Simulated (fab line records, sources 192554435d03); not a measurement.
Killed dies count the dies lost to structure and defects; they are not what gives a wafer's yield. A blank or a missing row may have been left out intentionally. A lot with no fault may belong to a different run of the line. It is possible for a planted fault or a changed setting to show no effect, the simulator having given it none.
Chamber matching | flow n5 finfet | pecvd-02 running N5_BEOL_M14_ILD_DEP_00: 3 sister chambers
The step deposits SiO2 from TEOS/O2, target thk 1119.3 nm, time 237.4 s. 3 wafers are shown with their chamber, then 7 later ones without.

EACH WAFER AND ITS CHAMBER
wafer  | chamber | throttle valve pct (%)
L085.6 | 2       | 18.3
L090.2 | 1       | 19.0
L090.4 | 0       | 20.3

WAFERS WITHOUT THEIR CHAMBER
wafer  | throttle valve pct (%)
L090.6 | 19.0
L094.2 | 18.3
L094.3 | 18.7
L094.5 | 18.8
L093.1 | 18.6
L093.2 | 18.3
L093.3 | 20.2

CHAMBER TAKEN BY EACH
wafer  | from the rows above     | in truth
L090.6 | 1                       | 1
L094.2 | 2                       | 2
L094.3 | can't be placed: 1 or 2 | 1
L094.5 | can't be placed: 1 or 2 | 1
L093.1 | can't be placed: 2 or 1 | 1
L093.2 | 2                       | 2
L093.3 | 0                       | 0
4 of 7 placed correctly. Can't be placed from these rows: 3 (the true chamber is among the candidates in 3). Placed wrongly: 0.
How it was worked out, from the rows above alone: a wafer's distance from a chamber is the root of the sum, over the readings, of the square of ((its reading less the chamber's mean) divided by the reading's scatter). If the next closest chamber is less than 2 further off than the closest, the wafer can't be placed; otherwise it belongs to the closest. Each chamber's mean is taken over the wafers shown for it. The scatter: with one shown wafer a chamber, the root of the mean of the squares of how far each hidden wafer lies from its nearest shown one.
